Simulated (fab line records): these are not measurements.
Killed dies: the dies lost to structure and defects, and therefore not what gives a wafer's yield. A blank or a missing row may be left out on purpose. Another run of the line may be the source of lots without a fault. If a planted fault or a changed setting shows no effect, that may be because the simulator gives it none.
fab line records + flow nand_harc
record
- lots=6
- wafers=16
- last_day=33
route steps=1302 shown A_WL_FILL@960 END@1302
lots with no fault: from the same line, run without faults
start_h: hours from the record's opening day to when the first of the lot's shown wafers began + wait_h: hours since the lot's step before + " identical to the entry in the row above + L1.1+2: a row that stands for several wafers + - value missing, or start not given + * or withheld: withheld + < > ~ a bound
route shown NAME@n: a module of which the file shows steps, and the number in the route of the first + usual: mean/standard deviation taken from wafers without a fault + same: alike in all rows + chamber/n: place in a boat + sites: per-site readings + _std_site: how widely they spread, as a standard deviation + _edge_site: outer sites' mean less inner sites' + radius_mm: for every site, how far away it sits from the centre of the wafer + mask NAME#n: copy n + behind: tool/chamber where the wafer was last shaped + hold: the reason the lot was held/the length of the hold in hours/how it ended + device: transistor that didn't switch, given as n, p or np + end of line: at the end of the route, the tests of the same wafers + where a step has no rows: the recipe by itself + killed: at the first sort, the dies lost to defects and structure; wafer yield is something else + map: a wafer's dies, marking killed ones x, the rest . and places with no die _
set.NAME: the setting that was run; set.NAME@STEP: the one run at that earlier step + model.NAME: the simulator's own value behind a step, which no gauge read
lots at selected steps of the route; one table per step, one row per wafer
services: from which hour (start_h, from the record's first day; less than 0 if before it) a tool's chamber was out of use, for how many hours, and why
## steps
# step NHARC_A_WL_FILL_STRIP_28
# recipe
- time_s=1200
- temp_c=72.5
- chemistry=post_etch_residue_remover
# step NHARC_A_WL_FILL_PRECLEAN_06
# recipe
- time_s=300
- chemistry=DIW
# step NHARC_A_WL_FILL_SRD_07
# step NHARC_A_WL_FILL_ANNEAL_08
# recipe
- temp_c=450
- time_s=1800
# step NHARC_A_WL_FILL_ALD_10
# recipe
- target_thk_a=500
- pulse_time_s=10
- ald_cycles=500
- temp_c=300
- material=SiO2
# usual
- heater_power_w=499/49
- precursor_pulse_height_rel=1.000/0.018
| lot.wafer | tool      | chamber | start_h | wait_h | heater_power_w | precursor_pulse_height_rel | since_wet_clean_h |
|-----------|-----------|---------|---------|--------|----------------|----------------------------|-------------------|
| L100.4    | ald_hk-04 | 0       | 472.50  | 0.6    | 489            | 1.015                      | 28                |
| L100.1    | "         | 2       | 473.51  | 1.6    | 553            | 0.993                      | 29                |
| L100.6    | "         | 0       | 474.53  | 2.6    | 500            | 0.993                      | -                 |
| L113.3    | ald_hk-02 | 2       | 590.63  | 0.6    | 460            | 0.990                      | 51                |
| L113.5    | "         | 2       | 592.65  | 2.6    | 450            | 0.982                      | -                 |
| L114.3    | ald_hk-03 | 1       | 610.75  | 0.6    | 415            | 0.983                      | 32                |
| L114.1    | "         | 3       | 611.78  | 1.6    | 517            | 0.970                      | 33                |
| L121.4    | ald_hk-04 | 2       | 659.13  | 0.6    | 569            | 0.992                      | 37                |
| L121.6    | "         | 1       | 660.70  | 2.1    | 512            | 1.033                      | -                 |
| L121.5    | "         | 2       | "       | "      | 551            | 0.973                      | -                 |
| L120.4    | ald_hk-04 | 1       | 680.27  | 0.1    | 526            | 1.048                      | 58                |
| L120.3    | "         | 2       | "       | "      | 539            | 0.999                      | 58                |
| L120.1    | "         | 0       | 681.85  | 1.6    | 496            | 0.985                      | 59                |
| L122.3    | ald_hk-04 | 1       | 707.69  | 0.6    | 517            | 1.017                      | 85                |
| L122.4    | "         | 2       | "       | "      | 561            | 0.996                      | 86                |
| L122.1    | "         | 3       | "       | "      | 468            | 0.992                      | 86                |
# step NHARC_A_WL_FILL_ETCHBACK_16
# recipe
- target_depth_a=1200
- time_s=24
- c4f8_flow_sccm=withheld
- o2_flow_sccm=8
- ar_flow_sccm=withheld
- rf_w=600
- bias_w=800
- chemistry=C4F8/O2/Ar
# usual
- oes_product_au=0.987/0.02
- rf_vpp_V=724/4
- run_length_s=45.2/0.38
| lot.wafer | tool        | chamber | start_h | wait_h | oes_product_au | rf_hours_counter_h | rf_vpp_V | run_length_s |
|-----------|-------------|---------|---------|--------|----------------|--------------------|----------|--------------|
| L100.1    | rie_diel-12 | 2       | -       | -      | 1.004          | 0.3                | 720      | 45.1         |
| L100.4    | "           | 1       | "       | "      | 0.999          | 0.2                | 721      | 45.8         |
| L100.6    | "           | 3       | "       | "      | 1.005          | -                  | 730      | 44.7         |
| L113.3    | rie_diel-08 | 1       | -       | -      | 0.993          | 1.0                | 719      | 44.7         |
| L113.5    | "           | 0       | "       | "      | 0.990          | -                  | 723      | 45.4         |
| L114.1    | rie_diel-12 | 3       | -       | -      | 0.922          | 3.8                | 731      | 44.9         |
| L114.3    | "           | 1       | "       | "      | 0.922          | 3.9                | 721      | 46.0         |
| L121.4    | rie_diel-08 | 3       | -       | -      | 1.003          | 3.3                | 723      | 45.3         |
| L121.6    | "           | 2       | "       | "      | 0.993          | -                  | 720      | 45.4         |
| L121.5    | "           | 3       | "       | "      | 0.997          | -                  | 723      | 44.9         |
| L120.4    | rie_diel-13 | 2       | -       | -      | 0.995          | 8.0                | 728      | 45.0         |
| L120.3    | "           | 3       | "       | "      | 0.994          | 8.7                | 725      | 44.9         |
| L120.1    | "           | 1       | "       | "      | 1.006          | 8.2                | 721      | 45.7         |
| L122.3    | rie_diel-12 | 2       | -       | -      | 0.954          | 2.4                | 721      | 45.5         |
| L122.1    | "           | 0       | "       | "      | 0.951          | 2.2                | 727      | 45.6         |
| L122.4    | "           | 1       | "       | "      | 0.942          | 2.3                | 721      | 45.8         |
# step NHARC_A_WL_FILL_STRIP_29
# recipe
- time_s=20
- o2_flow_sccm=500
- ar_flow_sccm=0
- bias_w=0
- chemistry=O2
# usual
- drypump_motor_current_A=5.8/0.38
- oes_product_au=1.001/0.007
- rf_vpp_V=57.9/0.94
- showerhead_plenum_p_Torr=3.55/0.14
- throttle_valve_pct=17.036/0.009
| lot.wafer | tool        | chamber | start_h | wait_h | drypump_motor_current_A | oes_product_au | rf_hours_counter_h | rf_vpp_V | showerhead_plenum_p_Torr | throttle_valve_pct |
|-----------|-------------|---------|---------|--------|-------------------------|----------------|--------------------|----------|--------------------------|--------------------|
| L100.1    | rie_diel-12 | 0       | 476.72  | 0.1    | 6.2                     | 1.008          | 0.2                | 59.1     | 3.71                     | 17.036             |
| L100.4    | "           | 1       | "       | "      | 5.7                     | 1.002          | 0.2                | 56.4     | 3.43                     | 17.038             |
| L100.6    | "           | 0       | "       | "      | 6.2                     | 0.997          | -                  | 58.7     | 3.72                     | 17.035             |
| L113.3    | rie_diel-08 | 0       | 594.80  | 0.1    | 6.2                     | 1.001          | 0.9                | 57.4     | 3.51                     | 17.031             |
| L113.5    | "           | 3       | "       | "      | 5.1                     | 1.009          | -                  | 59.4     | 3.52                     | 17.053             |
| L114.3    | rie_diel-12 | 2       | 614.97  | 0.1    | 6.3                     | 0.998          | 2.7                | 57.1     | 3.47                     | 17.035             |
| L114.1    | "           | 0       | "       | "      | 6.1                     | 0.984          | 3.9                | 57.8     | 3.71                     | 17.033             |
| L121.4    | rie_diel-08 | 1       | 663.43  | 0.1    | 5.5                     | 0.999          | 3.0                | 58.0     | 3.42                     | 17.033             |
| L121.5    | "           | 2       | "       | "      | 5.6                     | 1.003          | -                  | 58.2     | 3.45                     | 17.030             |
| L121.6    | "           | 3       | "       | "      | 5.1                     | 1.004          | -                  | 59.1     | 3.52                     | 17.028             |
| L120.1    | rie_diel-13 | 0       | 685.09  | 0.1    | 5.5                     | 1.020          | 8.9                | 58.1     | 3.34                     | 17.023             |
| L120.3    | "           | 1       | "       | "      | 6.1                     | 0.994          | 8.2                | 59.0     | 3.51                     | 17.040             |
| L120.4    | "           | 2       | "       | "      | 6.2                     | 1.001          | 8.0                | 59.3     | 3.67                     | 17.033             |
| L122.4    | rie_diel-12 | 2       | 711.91  | 0.1    | 6.3                     | 1.002          | 2.4                | 57.4     | 3.47                     | 17.039             |
| L122.1    | "           | 3       | "       | "      | 5.4                     | 1.006          | 2.3                | 59.4     | 3.76                     | 17.040             |
| L122.3    | "           | 0       | "       | "      | 6.1                     | 0.994          | 2.2                | 57.3     | 3.71                     | 17.062             |
# step NHARC_A_WL_FILL_ETCHBACK_17
# recipe
- target_depth_a=40
- time_s=26.7
- chemistry=Cl2/BCl3
# usual
- drypump_motor_current_A=5.9/0.34
- oes_product_au=1.002/0.007
- run_length_s=48.2/0.53
| lot.wafer | tool         | chamber | start_h | wait_h | drypump_motor_current_A | oes_product_au | rf_hours_counter_h | run_length_s |
|-----------|--------------|---------|---------|--------|-------------------------|----------------|--------------------|--------------|
| L100.1    | rie_metal-01 | 1       | 476.82  | -      | 5.7                     | 0.997          | 1.4                | 47.3         |
| L100.4    | "            | 1       | "       | "      | 5.7                     | 1.003          | -                  | 48.0         |
| L100.6    | "            | 1       | "       | "      | 5.7                     | 1.007          | -                  | 47.8         |
| L113.3    | rie_metal-03 | 0       | 594.92  | -      | 6.6                     | 0.995          | -                  | 48.7         |
| L113.5    | "            | 0       | "       | "      | 6.6                     | 0.989          | -                  | 48.8         |
| L114.1    | rie_metal-03 | 1       | 615.08  | -      | 5.5                     | 1.009          | 1.4                | 48.2         |
| L114.3    | "            | 1       | "       | "      | 5.6                     | 1.009          | -                  | 48.8         |
| L121.4    | rie_metal-01 | 0       | 663.54  | -      | 6.1                     | 1.002          | -                  | 47.7         |
| L121.5    | "            | 0       | "       | "      | 6.1                     | 0.986          | -                  | 47.6         |
| L121.6    | "            | 1       | "       | "      | 5.7                     | 1.001          | -                  | 47.9         |
| L120.1    | rie_metal-03 | 0       | 685.20  | -      | 6.5                     | 1.009          | 2.8                | 48.8         |
| L120.4    | "            | 1       | "       | "      | 5.5                     | 1.006          | -                  | 48.6         |
| L120.3    | "            | 0       | "       | "      | 6.6                     | 1.004          | -                  | 48.6         |
| L122.1    | rie_metal-01 | 0       | 712.02  | -      | 6.1                     | 1.000          | 2.3                | 47.3         |
| L122.4    | "            | 1       | "       | "      | 5.7                     | 0.992          | -                  | 47.6         |
| L122.3    | "            | 0       | "       | "      | 6.1                     | 1.003          | -                  | 47.6         |
# step NHARC_A_WL_FILL_PRECLEAN_18
# recipe
- time_s=30
- chemistry=dHF
# step NHARC_A_WL_FILL_SRD_21
# step NHARC_A_WL_FILL_CVD_23
# recipe
- target_thk_a=400
- temp_c=620
- pressure_mtorr=200
- time_s=800
- material=poly-Si
# step NHARC_A_WL_FILL_ETCHBACK_26
# recipe
- target_depth_a=520
- time_s=13.3
- hbr_flow_sccm=150
- rf_w=350
- icp_w=350
- bias_w=60
- chemistry=HBr
# usual
- drypump_motor_current_A=5.8/0.49
- oes_product_au=1.000/0.008
- run_length_s=34.6/0.4
- throttle_valve_pct=23.266/0.0097
| lot.wafer | tool      | chamber | start_h | wait_h | drypump_motor_current_A | oes_product_au | rf_hours_counter_h | run_length_s | throttle_valve_pct |
|-----------|-----------|---------|---------|--------|-------------------------|----------------|--------------------|--------------|--------------------|
| L100.4    | rie_si-02 | 3       | 481.92  | 0.4    | 5.8                     | 1.008          | 0.1                | 34.1         | 23.275             |
| L100.1    | "         | 2       | "       | "      | 5.9                     | 0.993          | 0.2                | 34.6         | 23.272             |
| L100.6    | "         | 3       | "       | "      | 5.8                     | 0.991          | -                  | 34.1         | 23.277             |
| L113.3    | rie_si-01 | 3       | 600.04  | 0.4    | 4.8                     | 1.002          | 0.3                | 28.2         | 23.275             |
| L113.5    | "         | 3       | "       | "      | 4.8                     | 0.995          | -                  | 34.1         | 23.265             |
| L114.1    | rie_si-01 | 3       | 620.29  | 0.4    | 4.8                     | 1.002          | 0.4                | 34.5         | 23.255             |
| L114.3    | "         | 0       | "       | "      | 5.9                     | 1.011          | 0.3                | 28.9         | 23.265             |
| L121.4    | rie_si-05 | 3       | 668.75  | 0.4    | 5.7                     | 1.001          | 0                  | 35.2         | 23.274             |
| L121.5    | "         | 1       | "       | "      | 5.7                     | 1.004          | -                  | 34.6         | 23.266             |
| L121.6    | "         | 2       | "       | "      | 5.3                     | 0.983          | -                  | 34.6         | 23.262             |
| L120.1    | rie_si-05 | 1       | 690.49  | 0.4    | 5.7                     | 0.990          | 0.1                | 35.2         | 23.267             |
| L120.3    | "         | 3       | "       | "      | 5.7                     | 0.999          | 0.1                | 35.1         | 23.263             |
| L120.4    | "         | 0       | "       | "      | 5.5                     | 1.007          | 0.1                | 34.2         | 23.272             |
| L122.4    | rie_si-01 | 3       | 717.14  | 0.4    | 4.8                     | 1.017          | 1.1                | 34.1         | 23.267             |
| L122.3    | "         | 0       | "       | "      | 5.9                     | 1.003          | 0.9                | 35.1         | 23.262             |
| L122.1    | "         | 1       | "       | "      | 6.5                     | 0.994          | 0.7                | 34.7         | 23.276             |
# step NHARC_A_WL_FILL_PRECLEAN_30
# recipe
- time_s=10
- chemistry=dHF
# step NHARC_END_SORT_01
# recipe
- temp_c=25
# usual
- killed_at_array=62/16
- killed_at_other=0.8/1.1
- killed_at_periphery=4/3.2
- killed_dies=67/16
- killed_open=3.5/1.9
- killed_short=2.1/1.5
# same
- gross_dies=677
| lot.wafer | tool      | chamber | start_h | wait_h | killed_at_array | killed_at_other | killed_at_periphery | killed_dies | killed_open | killed_short |
|-----------|-----------|---------|---------|--------|-----------------|-----------------|---------------------|-------------|-------------|--------------|
| L100.1    | prober-02 | 0       | 559.98  | 2.5    | 64              | 2               | 0                   | 66          | 5           | 2            |
| L100.4    | prober-02 | 0       | 562.39  | 3.4    | 59              | 1               | 2                   | 62          | 1           | 1            |
| L100.6    | prober-02 | 0       | 564.00  | 4.0    | 57              | 0               | 1                   | 58          | 2           | 1            |
| L113.3    | prober-02 | 0       | 683.98  | 3.1    | 113             | 1               | 3                   | 117         | 0           | 2            |
# killed by level:class
L100.1 A_CHANNEL_HOLE_D2:chamber_film_flake=34 A_CHANNEL_HOLE_D1:chamber_film_flake=5 A_WL_FILL:chamber_film_flake=5 A_DECK1_JOINT:chamber_film_flake=4 A_CONTACT:chamber_film_flake=4 A_STAIRCASE:chamber_film_flake=3 A_BLC:chamber_film_flake=2 A_CHANNEL_FILL_D1:geometric_particle:open=1
L100.4 A_CHANNEL_HOLE_D2:chamber_film_flake=38 A_WL_FILL:chamber_film_flake=6 A_CONTACT:chamber_film_flake=6 A_STAIRCASE:chamber_film_flake=3 A_CHANNEL_HOLE_D1:chamber_film_flake=2 A_DECK1_JOINT:geometric_particle:short=1 A_CONTACT:geometric_particle:open=1 P_ZERO_WELL:chamber_film_flake=1
L100.6 A_CHANNEL_HOLE_D2:chamber_film_flake=33 A_CONTACT:chamber_film_flake=6 A_STAIRCASE:chamber_film_flake=4 A_WL_FILL:chamber_film_flake=4 A_ZERO_WELL:chamber_film_flake=2 A_DECK1_JOINT:chamber_film_flake=2 A_BLC:chamber_film_flake=2 A_CHANNEL_FILL_D1:geometric_particle:open=1
L113.3 A_WL_FILL:area_etchback=61 A_CHANNEL_HOLE_D1:chamber_film_flake=38 A_SLIT:chamber_film_flake=7 A_CONTACT:chamber_film_flake=3 P_M2:chamber_film_flake=2 A_STAIRCASE:chamber_film_flake=2 A_CHANNEL_FILL_D1:geometric_particle:short=1 A_SGD_CUT:geometric_particle:short=1
## services
| tool         | chamber | start_h | hours | kind   |
|--------------|---------|---------|-------|--------|
| rie_metal-03 | -       | 454.94  | 0.4   | repair |
| rie_metal-01 | -       | 457.57  | 0.8   | repair |
| rie_si-01    | 0       | 458.12  | 3.6   | repair |
| rie_diel-08  | 1       | 460.68  | 6.6   | repair |
| rie_diel-12  | 0       | 494.33  | 5.1   | repair |
| rie_diel-12  | 2       | 496.82  | 8.2   | repair |
| rie_metal-03 | -       | 519.00  | 9.0   | pm     |
| rie_diel-12  | 1       | 538.50  | 3.1   | repair |
| rie_diel-08  | -       | 544.80  | 9.0   | pm     |
| rie_diel-12  | 2       | 547.00  | 10.7  | repair |
| rie_si-01    | -       | 547.00  | 9.0   | pm     |
| rie_si-01    | 1       | 560.91  | 5.2   | repair |
| rie_metal-03 | -       | 573.50  | 1.8   | repair |
| rie_metal-01 | -       | 575.00  | 9.0   | pm     |
| rie_diel-12  | 1       | 575.73  | 5.0   | repair |
| rie_metal-03 | 1       | 582.56  | 2.2   | repair |
| rie_diel-08  | 2       | 606.43  | 14.8  | repair |
| ald_hk-04    | -       | 613.47  | 10.0  | pm     |
| rie_diel-08  | 0       | 615.90  | 8.1   | repair |
| rie_diel-12  | -       | 622.40  | 9.0   | pm     |
| rie_diel-08  | 1       | 623.59  | 8.9   | repair |
| rie_si-01    | 1       | 665.37  | 6.3   | repair |
| rie_metal-03 | -       | 696.00  | 9.0   | pm     |
| rie_diel-08  | 2       | 703.81  | 1.7   | repair |
## key
first_sign
- step=NHARC_A_WL_FILL_ETCHBACK_26
- reading=run_length_s
- direction=down
- sigmas=15
- usual=*
- struck=*
more_kills_born_at
- NHARC_A_WL_FILL_ETCHBACK_26@rie_si-01=61
met_at NHARC_A_WL_FILL_ETCHBACK_26
struck_wafers L113.3,L114.3
sort_left_out L114.3
tester_left_out L113,L114
fault
- kind=process_parameter_drift
- tool=rie_si-01
- chamber=-
- onset_h=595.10
- steps=NHARC_A_WL_FILL_ETCHBACK_26
- channel=time_s
- offset=*
- shape=step
- end_h=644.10
- scope=struck_wafers_only
- acts_in=*
- stated=*
# tester_left_out: of these lots the tester's yield and bins aren't shown, on N5 and GAA mostly nor the transistor test; their killed dies are dies lost to structure and defects alone, not to doping, threshold or leakage, so they don't give the yield
# sort_left_out: the simulated sort isn't trusted on such a fault, so these wafers' sort isn't shown, and their yield isn't known
